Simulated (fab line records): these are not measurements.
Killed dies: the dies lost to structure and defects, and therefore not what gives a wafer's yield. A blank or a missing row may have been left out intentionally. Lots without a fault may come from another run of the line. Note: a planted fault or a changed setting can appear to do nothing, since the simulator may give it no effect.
Which of the tools did it? / flow nand-harc / Sampling: 6 lots, 18 wafers, 5 of 1159 route steps

WHAT EACH GAUGE READ, for each wafer
NHARC_A_CONTACT_INSPECT_23.
lot=L243; measured=day 18 23:14; on=defect-inspect-01; raw-defect-count=285 262 346
lot=L246; measured=day 19 21:09; on=defect-inspect-02; raw-defect-count=522 413 950
lot=L247; measured=day 22 12:21; on=defect-inspect-02; raw-defect-count=526 319 413
lot=L258; measured=day 23 11:52; on=defect-inspect-02; raw-defect-count=332 385 464
lot=L261; measured=day 24 11:04; on=defect-inspect-02; raw-defect-count=536 332 577
lot=L262; measured=day 24 21:10; on=defect-inspect-02; raw-defect-count=340 376 372

EACH LOT AND THE TOOL THAT RAN IT (in order: tool; ch and the chambers of the sampled wafers; start)
lot=L243; NHARC_A_CONTACT_ETCH_30=rie-diel-13 ch 0,1,2, day 18 21:46 or earlier; NHARC_A_CONTACT_ALD_18=ald-metal-04 ch 1,2,3, day 18 21:46; NHARC_A_CONTACT_CVD_19=cvd-w-01 ch 0,1, day 18 22:05; NHARC_A_CONTACT_CMP_20=cmp-01 ch 0,2,3, day 18 22:52
lot=L246; NHARC_A_CONTACT_ETCH_30=rie-diel-13 ch 2,3, day 19 09:43 or earlier; NHARC_A_CONTACT_ALD_18=ald-metal-02 ch 0,1,2, day 19 09:43; NHARC_A_CONTACT_CVD_19=cvd-w-01 ch 0,1, day 19 20:06; NHARC_A_CONTACT_CMP_20=cmp-01 ch 0,1,3, day 19 20:48
lot=L247; NHARC_A_CONTACT_ETCH_30=rie-diel-04 ch 0,1,3, day 22 10:53 or earlier; NHARC_A_CONTACT_ALD_18=ald-metal-02 ch 0,1,3, day 22 10:53; NHARC_A_CONTACT_CVD_19=cvd-w-02 ch 0,1, day 22 11:04; NHARC_A_CONTACT_CMP_20=cmp-04 ch 0,1,3, day 22 11:57
lot=L258; NHARC_A_CONTACT_ETCH_30=rie-diel-04 ch 0,1,2, day 23 00:04 or earlier; NHARC_A_CONTACT_ALD_18=ald-metal-02 ch 0,1,2, day 23 00:04; NHARC_A_CONTACT_CVD_19=cvd-w-01 ch 0,1, day 23 10:43; NHARC_A_CONTACT_CMP_20=cmp-04 ch 1,2,3, day 23 11:30
lot=L261; NHARC_A_CONTACT_ETCH_30=rie-diel-13 ch 0,1,3, day 24 05:35 or earlier; NHARC_A_CONTACT_ALD_18=ald-metal-03 ch 0,1,2, day 24 05:35; NHARC_A_CONTACT_CVD_19=cvd-w-01 ch 0,1, day 24 09:54; NHARC_A_CONTACT_CMP_20=cmp-03 ch 0,1,2, day 24 10:44
lot=L262; NHARC_A_CONTACT_ETCH_30=rie-diel-13 ch 0,1,2, day 24 19:02 or earlier; NHARC_A_CONTACT_ALD_18=ald-metal-03 ch 1,3, day 24 19:02; NHARC_A_CONTACT_CVD_19=cvd-w-01 ch 0,1, day 24 19:51; NHARC_A_CONTACT_CMP_20=cmp-04 ch 0,3, day 24 20:46
- NHARC_A_CONTACT_ETCH_30: etches the open film in CF4/CHF3, target depth 60.5 nm, time 30.2 s.
- NHARC_A_CONTACT_ALD_18: deposits TiN, target thk 3 nm, pulse time 1 s, ald cycles 150.
- NHARC_A_CONTACT_CVD_19: deposits W, target thk 300 nm, time 802 s.
- NHARC_A_CONTACT_CMP_20: polishes, t overpolish 30 s, target thk 300 nm.

THE ANSWER, worked out from the rows above alone
Rule: what is usual is taken from the lots themselves. Put in order of their means at a reading, lots are off if they are a third of the lots or fewer, leave a main group of 4 or more, and stand apart from it by a gap of 3 or more times the standard deviation of the main group's means; of several such gaps the widest counts. Not used: any main group whose means are identical at the precision the tables above print for the reading. A lot without any number at a reading at which 4 lots or more have one is off too. Where the step has rows for the other lots, those lots are counted as sound.
Nothing can be told from this: no lot is off at any reading shown.

WHAT THE SIMULATOR HAD PUT IN
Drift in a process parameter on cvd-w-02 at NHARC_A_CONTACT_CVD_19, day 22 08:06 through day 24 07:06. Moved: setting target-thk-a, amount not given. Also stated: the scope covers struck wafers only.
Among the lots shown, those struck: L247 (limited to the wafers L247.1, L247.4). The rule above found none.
